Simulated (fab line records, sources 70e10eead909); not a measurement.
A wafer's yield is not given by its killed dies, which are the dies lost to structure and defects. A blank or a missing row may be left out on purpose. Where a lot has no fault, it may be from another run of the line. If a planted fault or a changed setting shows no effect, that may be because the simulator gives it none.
fab line records ; flow nand_harc
record: lots: 12; wafers: 36; last_day: 33
route steps=1302 shown P_M2@331 P_BONDPAD@352 END@1302
lots with no fault: from the same line, run without faults
start_h: hours from the record's opening day to when the first of the lot's shown wafers began ; wait_h: time in hours since the lot's previous step ; " as in the row above ; L1.1+2: a single row standing in for several wafers ; - either no value or no given start ; * or withheld: withheld ; < > ~ a bound
route shown NAME@n: a module of which the file shows steps, and the number in the route of the first ; usual: average and standard deviation across the fault-free wafers ; same: alike in all rows ; chamber/n: place in a boat ; sites: the reading at each site ; _std_site: the standard deviation of these ; _edge_site: the outer-site mean with the inner-site mean subtracted ; radius_mm: how far each site lies from the wafer's centre ; mask NAME#n: copy n ; behind: the tool/chamber that last shaped the wafer ; hold: reason for holding the lot/hours on hold/outcome of the hold ; device: the transistor (n, p or np) that didn't switch ; end of line: the same wafers' tests at the end of the route ; step lacking rows: just its recipe ; killed: the dies lost at the first sort to structure and to defects; this is not the yield of the wafer ; map: a wafer's dies, x killed, . not, _ none there
set.NAME: setting as actually run; set.NAME@STEP: the setting as run at that earlier step ; model.NAME: the simulator's own value behind a step, which no gauge read
steps of the route over a sample of lots; a table a step, a row a wafer
services: a tool's chamber out of use, with start hour (start_h, from the record's first day; less than 0 if before it), hours out, and reason
== steps ==
step: NHARC_P_M2_DESCUM_14
recipe: time_s: 3; o2_flow_sccm: 200; ar_flow_sccm: 0; bias_power_w: 0; chemistry: O2
usual: drypump_motor_current_A: 5.95/0.28; oes_product_au: 0.998/0.008; rf_vpp_V: 58.1/0.87; showerhead_plenum_p_Torr: 1.99/0.063; throttle_valve_pct: 11.310/0.0092
lot.wafer;tool;chamber;start_h;wait_h;drypump_motor_current_A;oes_product_au;rf_hours_counter_h;rf_vpp_V;showerhead_plenum_p_Torr;throttle_valve_pct
L393.3;rie_diel-02;2;144.65;0.1;6.00;0.999;4.0;59.3;2.02;11.304
L393.4;rie_diel-02;0;144.65;0.1;5.80;0.998;4.6;58.4;1.94;11.314
L393.5;rie_diel-02;2;144.65;0.1;6.00;0.996;-;58.2;2.02;11.307
L394.4;rie_diel-02;2;148.29;0.1;5.99;1.003;4.0;57.6;2.02;11.309
L394.6;rie_diel-02;3;148.29;0.1;6.09;0.997;-;59.2;2.06;11.298
L394.5;rie_diel-02;0;148.29;0.1;5.80;0.987;-;57.1;1.94;11.313
L395.1;rie_diel-11;0;165.00;0.1;6.00;0.997;3.6;58.2;1.99;11.295
L395.4;rie_diel-11;1;165.00;0.1;6.16;0.997;4.2;59.1;2.00;11.305
L395.2;rie_diel-11;2;165.00;0.1;5.73;0.998;4.0;58.1;2.04;11.304
L396.4;rie_diel-02;2;172.25;0.1;6.02;1.003;5.1;59.3;2.02;11.309
L396.2;rie_diel-02;3;172.25;0.1;6.13;0.997;5.8;58.3;2.06;11.310
L396.6;rie_diel-02;1;172.25;0.1;6.33;1.001;-;60.1;2.03;11.324
L405.2;rie_diel-03;0;257.36;0.1;5.51;1.005;9.4;57.0;1.97;11.303
L405.6;rie_diel-03;0;257.36;0.1;5.51;1.001;-;57.0;1.97;11.314
L405.4;rie_diel-03;1;257.36;0.1;5.78;1.005;-;57.8;1.81;11.305
L408.1;rie_diel-02;3;289.02;0.1;6.14;0.996;3.7;58.1;2.06;11.320
L408.2;rie_diel-02;1;289.02;0.1;6.40;0.995;4.6;58.7;2.03;11.316
L408.6;rie_diel-02;3;289.02;0.1;6.13;0.987;-;58.7;2.06;11.319
L410.4;rie_diel-02;0;313.43;0.1;5.81;1.002;5.0;58.4;1.94;11.294
L410.6;rie_diel-02;1;313.43;0.1;6.36;0.991;-;57.4;2.03;11.295
L410.5;rie_diel-02;2;313.43;0.1;5.97;1.004;-;58.2;2.01;11.299
L411.4;rie_diel-02;3;323.93;0.1;6.13;0.995;5.7;58.0;2.06;11.309
L411.6;rie_diel-02;1;323.93;0.1;6.32;0.989;-;58.2;2.03;11.303
L411.5;rie_diel-02;2;323.93;0.1;5.99;0.990;-;59.1;2.01;11.304
L412.3;rie_diel-02;0;325.29;0.1;5.85;0.995;6.0;57.8;1.94;11.304
L412.4;rie_diel-02;1;325.29;0.1;6.39;0.987;6.3;58.0;2.03;11.305
L412.1;rie_diel-02;3;325.29;0.1;6.12;0.995;5.8;59.1;2.06;11.336
L413.2;rie_diel-03;3;343.24;0.1;4.80;1.015;3.7;57.6;2.03;11.319
L413.1;rie_diel-03;0;343.24;0.1;5.51;1.011;3.7;57.9;1.97;11.304
L413.6;rie_diel-03;1;343.24;0.1;5.78;1.020;-;57.5;1.81;11.320
L414.2;rie_diel-11;3;348.56;0.1;5.89;1.003;5.9;58.0;1.89;11.299
L414.6;rie_diel-11;2;348.56;0.1;5.76;1.003;-;58.1;2.03;11.314
L414.5;rie_diel-11;3;348.56;0.1;5.90;1.003;-;57.9;1.89;11.310
L415.2;rie_diel-11;2;358.09;0.1;5.76;0.992;5.8;58.6;2.03;11.307
L415.1;rie_diel-11;0;358.09;0.1;5.86;0.988;5.0;57.0;1.99;11.303
L415.5;rie_diel-11;2;358.09;0.1;5.71;0.990;-;56.9;2.03;11.311
step: NHARC_P_M2_ETCH_35
recipe: target_depth_a: 400; overetch_a: 120; time_s: 43.94; ion_energy_ev: 200; n2_flow_sccm: 150; h2_flow_sccm: 150; ar_flow_sccm: 0; rf_w: 400; bias_w: 150; chemistry: N2/H2
usual: drypump_motor_current_A: 5.96/0.28; n2_flow_sccm: 150.1/0.41; oes_product_au: 0.999/0.0073; rf_vpp_V: 432.9/2; showerhead_plenum_p_Torr: 2.12/0.068; throttle_valve_pct: 14.172/0.0091
lot.wafer;tool;chamber;start_h;wait_h;drypump_motor_current_A;n2_flow_sccm;oes_product_au;rf_hours_counter_h;rf_vpp_V;showerhead_plenum_p_Torr;throttle_valve_pct
L393.3;rie_diel-02;0;144.73;0.1;5.78;150.3;0.989;4.6;432.1;2.07;14.183
L393.4;rie_diel-02;2;144.73;0.1;5.98;150.3;0.998;4.0;433.0;2.15;14.169
L393.5;rie_diel-02;0;144.73;0.1;5.79;151.0;0.983;-;430.5;2.07;14.155
L394.4;rie_diel-02;1;148.36;0.1;6.38;149.6;1.003;4.2;433.6;2.17;14.176
L394.6;rie_diel-02;0;148.36;0.1;5.79;149.8;0.999;-;430.9;2.07;14.175
L394.5;rie_diel-02;1;148.36;0.1;6.40;149.5;0.999;-;433.8;2.17;14.183
L395.4;rie_diel-11;3;165.08;0.1;5.88;150.0;1.008;3.4;430.3;2.01;14.185
L395.1;rie_diel-11;0;165.08;0.1;5.86;150.1;1.001;3.6;431.8;2.13;14.158
L395.2;rie_diel-11;1;165.08;0.1;6.14;149.8;1.006;4.2;433.4;2.13;14.185
L396.4;rie_diel-02;0;172.33;0.1;5.80;149.6;0.998;6.4;431.8;2.07;14.190
L396.2;rie_diel-02;1;172.33;0.1;6.40;150.4;1.005;5.6;433.9;2.17;14.174
L396.6;rie_diel-02;2;172.33;0.1;6.00;150.4;0.991;-;434.5;2.15;14.172
L405.2;rie_diel-03;0;257.46;0.1;5.51;149.7;1.006;9.4;433.2;2.11;14.167
L405.6;rie_diel-03;0;257.46;0.1;5.51;149.9;1.006;-;431.2;2.11;14.168
L405.4;rie_diel-03;1;257.46;0.1;5.74;149.6;1.003;-;427.1;1.93;14.173
L408.2;rie_diel-02;3;289.10;0.1;6.13;149.9;0.993;3.7;432.6;2.20;14.173
L408.1;rie_diel-02;0;289.10;0.1;5.79;150.4;0.996;3.9;430.9;2.07;14.157
L408.6;rie_diel-02;2;289.10;0.1;5.99;149.8;0.991;-;433.1;2.15;14.174
L410.4;rie_diel-02;2;313.50;0.1;5.97;150.1;0.994;5.5;433.9;2.15;14.165
L410.5;rie_diel-02;0;313.50;0.1;5.81;149.8;1.003;-;432.1;2.06;14.156
L410.6;rie_diel-02;1;313.50;0.1;6.35;149.9;1.007;-;433.5;2.17;14.154
L411.4;rie_diel-02;3;324.01;0.1;6.12;150.6;1.004;5.7;434.9;2.20;14.166
L411.6;rie_diel-02;0;324.01;0.1;5.81;150.4;0.999;-;432.2;2.06;14.164
L411.5;rie_diel-02;1;324.01;0.1;6.35;150.2;1.002;-;434.8;2.17;14.174
L412.4;rie_diel-02;1;325.37;0.1;6.39;150.0;0.991;6.4;433.4;2.17;14.156
L412.1;rie_diel-02;2;325.37;0.1;6.01;149.8;0.990;6.4;432.8;2.15;14.178
L412.3;rie_diel-02;3;325.37;0.1;6.13;149.6;1.012;5.8;433.4;2.20;14.158
L413.1;rie_diel-03;2;343.31;0.1;6.05;151.0;1.004;3.5;433.3;2.15;14.173
L413.2;rie_diel-03;0;343.31;0.1;5.51;150.2;0.988;3.7;433.1;2.10;14.180
L413.6;rie_diel-03;1;343.31;0.1;5.73;149.4;1.006;-;427.0;1.92;14.166
L414.2;rie_diel-11;2;348.64;0.1;5.74;150.1;1.000;5.7;432.5;2.17;14.185
L414.5;rie_diel-11;1;348.64;0.1;6.18;150.0;0.998;-;433.6;2.13;14.189
L414.6;rie_diel-11;2;348.64;0.1;5.75;149.5;0.989;-;434.5;2.17;14.171
L415.1;rie_diel-11;1;358.18;0.1;6.15;149.9;1.011;4.8;432.7;2.13;14.169
L415.2;rie_diel-11;3;358.18;0.1;5.88;150.9;1.017;6.0;429.5;2.01;14.161
L415.5;rie_diel-11;1;358.18;0.1;6.16;149.9;1.006;-;432.1;2.13;14.175
step: NHARC_P_M2_ECD_22
recipe: target_thk_a: 4000; bath_temp_c: 25; material: Cu
lot.wafer;tool;chamber;start_h;wait_h
L393.4+3+5;ecd_cu-01;1,0,1;146.12;-
L394.4+5+6;ecd_cu-02;0,1,0;149.79;-
L395.2+1+4;ecd_cu-02;1,0,0;166.38;-
L396.2+4+6;ecd_cu-01;0,1,0;173.75;-
L405.2+4+6;ecd_cu-02;1;258.79;-
L408.2+1+6;ecd_cu-01;0,1,1;290.40;-
L410.4+5+6;ecd_cu-01;1,0,1;314.94;-
L411.4+5+6;ecd_cu-01;1,1,0;325.41;-
L412.1+3+4;ecd_cu-02;1,1,0;326.66;-
L413.1+2+6;ecd_cu-01;1,0,0;344.66;-
L414.2+5+6;ecd_cu-01;0,0,1;349.93;-
L415.2+1+5;ecd_cu-02;0,1,1;359.54;-
step: NHARC_P_M2_CMP_23
recipe: t_overpolish_s: 20; target_thk_nm: 144.3
usual: motor_current_A: 12.3/0.68; time_to_endpoint_s: 29.2/2.1
lot.wafer;tool;chamber;start_h;wait_h;motor_current_A;time_to_endpoint_s
L393.4;cmp-02;2;146.74;-;11.8;27.9
L393.3;cmp-02;0;146.74;-;12.7;30.3
L393.5;cmp-02;2;146.74;-;11.7;29.6
L394.4;cmp-03;2;150.49;-;12.5;32.3
L394.5;cmp-03;3;150.49;-;11.8;35.4
L394.6;cmp-03;0;150.49;-;12.8;32.2
L395.4;cmp-02;2;167.14;-;11.9;29.8
L395.2;cmp-02;3;167.14;-;13.1;33.1
L395.1;cmp-02;1;167.14;-;12.3;30.6
L396.4;cmp-02;3;174.46;-;12.1;30.2
L396.2;cmp-02;0;174.46;-;12.4;29.4
L396.6;cmp-02;2;174.46;-;12.5;26.3
L405.2;cmp-02;1;259.54;-;12.3;12.2
L405.4;cmp-02;2;259.54;-;11.7;12.6
L405.6;cmp-02;1;259.54;-;12.2;28.9
L408.1;cmp-03;3;291.15;-;11.4;28.6
L408.2;cmp-03;1;291.15;-;13.2;31.8
L408.6;cmp-03;2;291.15;-;12.6;28.3
L410.4;cmp-02;1;315.58;-;12.0;27.0
L410.5;cmp-02;3;315.58;-;12.2;31.6
L410.6;cmp-02;0;315.58;-;13.1;30.3
L411.4;cmp-03;1;326.03;-;13.1;30.3
L411.6;cmp-03;1;326.03;-;13.0;29.9
L411.5;cmp-03;2;326.03;-;12.4;29.4
L412.1;cmp-03;0;327.39;-;12.4;30.6
L412.4;cmp-03;1;327.39;-;12.7;33.9
L412.3;cmp-03;3;327.39;-;11.2;31.6
L413.1;cmp-03;1;345.42;-;13.5;29.7
L413.2;cmp-03;2;345.42;-;12.7;30.3
L413.6;cmp-03;0;345.42;-;12.7;28.3
L414.2;cmp-03;2;350.68;-;12.8;27.8
L414.6;cmp-03;1;350.68;-;13.0;29.5
L414.5;cmp-03;2;350.68;-;12.9;28.4
L415.1;cmp-02;1;360.33;-;12.2;30.0
L415.2;cmp-02;2;360.33;-;11.2;26.3
L415.5;cmp-02;0;360.33;-;12.8;28.6
step: NHARC_P_BONDPAD_CMP_32
recipe: target_thk_nm: 200; material: SiCN
usual: motor_current_A: 12.1/0.8
lot.wafer;tool;chamber;start_h;wait_h;motor_current_A
L393.4;cmp-02;1;148.39;-;11.8
L393.3;cmp-02;2;148.39;-;11.8
L393.5;cmp-02;0;148.39;-;13.0
L394.4;cmp-02;2;152.40;0.3;11.7
L394.5;cmp-02;1;152.40;0.3;11.9
L394.6;cmp-02;2;152.40;0.3;12.1
L395.1;cmp-02;2;168.57;-;12.7
L395.2;cmp-02;3;168.57;-;12.8
L395.4;cmp-02;1;168.57;-;12.2
L396.2;cmp-04;1;175.90;-;11.2
L396.4;cmp-04;2;175.90;-;10.5
L396.6;cmp-04;0;175.90;-;11.7
L405.4;cmp-01;3;260.95;-;10.7
L405.2;cmp-01;0;260.95;-;12.3
L405.6;cmp-01;0;260.95;-;13.0
L408.1;cmp-02;0;292.62;-;12.7
L408.2;cmp-02;1;292.62;-;11.9
L408.6;cmp-02;2;292.62;-;12.4
L410.4;cmp-04;0;317.01;-;11.2
L410.6;cmp-04;1;317.01;-;12.0
L410.5;cmp-04;2;317.01;-;10.5
L411.4;cmp-01;2;327.55;-;14.1
L411.6;cmp-01;3;327.55;-;10.9
L411.5;cmp-01;0;327.55;-;12.8
L412.4;cmp-01;0;328.83;-;13.5
L412.3;cmp-01;1;328.83;-;12.1
L412.1;cmp-01;2;328.83;-;12.9
L413.2;cmp-02;2;346.83;-;12.0
L413.1;cmp-02;1;346.83;-;12.2
L413.6;cmp-02;3;346.83;-;12.3
L414.2;cmp-04;2;352.09;-;11.0
L414.6;cmp-04;2;352.09;-;10.6
L414.5;cmp-04;3;352.09;-;13.2
L415.2;cmp-04;0;361.73;-;11.7
L415.1;cmp-04;1;361.73;-;11.6
L415.5;cmp-04;1;361.73;-;11.6
step: NHARC_END_SORT_01
recipe: temp_c: 25
usual: defect_limited_yield: 90.3/3; killed_at_array: 60/21; killed_at_other: 1.0/1.2; killed_at_periphery: 4.2/2.8; killed_dies: 65/20; killed_open: 3.1/1.8; killed_short: 2.6/1.6
same: gross_dies: 677
lot.wafer;tool;chamber;start_h;wait_h;defect_limited_yield[%];killed_at_array;killed_at_other;killed_at_periphery;killed_dies;killed_open;killed_short
L395.1;prober-01;0;580.79;2.5;88.6;76;1;0;77;4;1
L395.2;prober-01;0;581.62;2.8;85.1;98;2;1;101;5;1
L395.4;prober-01;0;583.26;3.5;85.7;94;1;2;97;2;5
killed by level:class
L395.1 A_CHANNEL_HOLE_D1:chamber_film_flake=23 A_CHANNEL_HOLE_D2:chamber_film_flake=20 A_SLIT:chamber_film_flake=14 A_SGD_CUT:chamber_film_flake=5 A_CONTACT:chamber_film_flake=3 A_CHANNEL_FILL_D1:geometric_particle:open=2 A_ZERO_WELL:chamber_film_flake=2 A_BLC:chamber_film_flake=2
L395.2 A_SLIT:chamber_film_flake=30 A_CHANNEL_HOLE_D1:chamber_film_flake=27 A_CHANNEL_HOLE_D2:chamber_film_flake=25 A_SGD_CUT:chamber_film_flake=7 A_BLC:geometric_particle:open=4 A_BLC:chamber_film_flake=2 THIN_TSV:chamber_film_flake=2 A_ONON_D2:geometric_particle:open=1
L395.4 A_SLIT:chamber_film_flake=33 A_CHANNEL_HOLE_D2:chamber_film_flake=24 A_CHANNEL_HOLE_D1:chamber_film_flake=22 A_SGD_CUT:chamber_film_flake=7 P_CONTACT:geometric_particle:short=1 A_CHANNEL_HOLE_D1:geometric_particle:short=1 A_DECK1_JOINT:geometric_particle:open=1 A_CHANNEL_FILL_D2:geometric_particle:short=1
== services ==
tool;chamber;start_h;hours;kind
rie_diel-02;1;130.19;6.3;repair
cmp-02;-;134.58;4.0;pm
cmp-03;-;157.19;2.0;repair
ecd_cu-01;-;160.00;8.0;pm
cmp-03;-;163.10;4.0;pm
cmp-02;-;163.65;1.8;repair
ecd_cu-02;-;177.37;3.9;repair
rie_diel-02;-;182.35;1.2;repair
cmp-03;-;192.84;0.7;repair
rie_diel-02;-;216.70;9.0;pm
cmp-02;-;232.58;4.0;pm
ecd_cu-01;-;237.01;0.4;repair
ecd_cu-02;-;244.00;8.0;pm
ecd_cu-01;-;247.84;1.5;repair
rie_diel-11;-;255.50;9.0;pm
cmp-03;-;261.10;4.0;pm
rie_diel-11;-;292.48;0.6;repair
cmp-03;-;314.54;4.1;repair
rie_diel-02;3;320.43;2.8;repair
cmp-02;-;330.71;4.0;pm
ecd_cu-01;-;336.00;8.0;pm
rie_diel-02;0;342.73;3.9;repair
rie_diel-02;1;355.46;5.3;repair
cmp-03;-;359.10;4.0;pm
== key ==
first_sign: step: NHARC_P_M2_CMP_23; reading: time_to_endpoint_s; direction: down; sigmas: 8.1; usual: *; struck: *
effect none on later readings
met_at NHARC_P_M2_ECD_22
struck_lots L405
struck_wafers L405.2,L405.4
not_acting_at NHARC_P_M2_DESCUM_14,NHARC_P_M2_ETCH_35,NHARC_P_BONDPAD_CMP_32
onset_between 166.38 258.79
fault: kind: process_parameter_drift; tool: ecd_cu-02; chamber: -; onset_h: 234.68; steps: NHARC_P_M2_ECD_22; channel: target_thk_a; offset: *; shape: step; end_h: 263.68; scope: struck_wafers_only; acts_in: *; stated: *
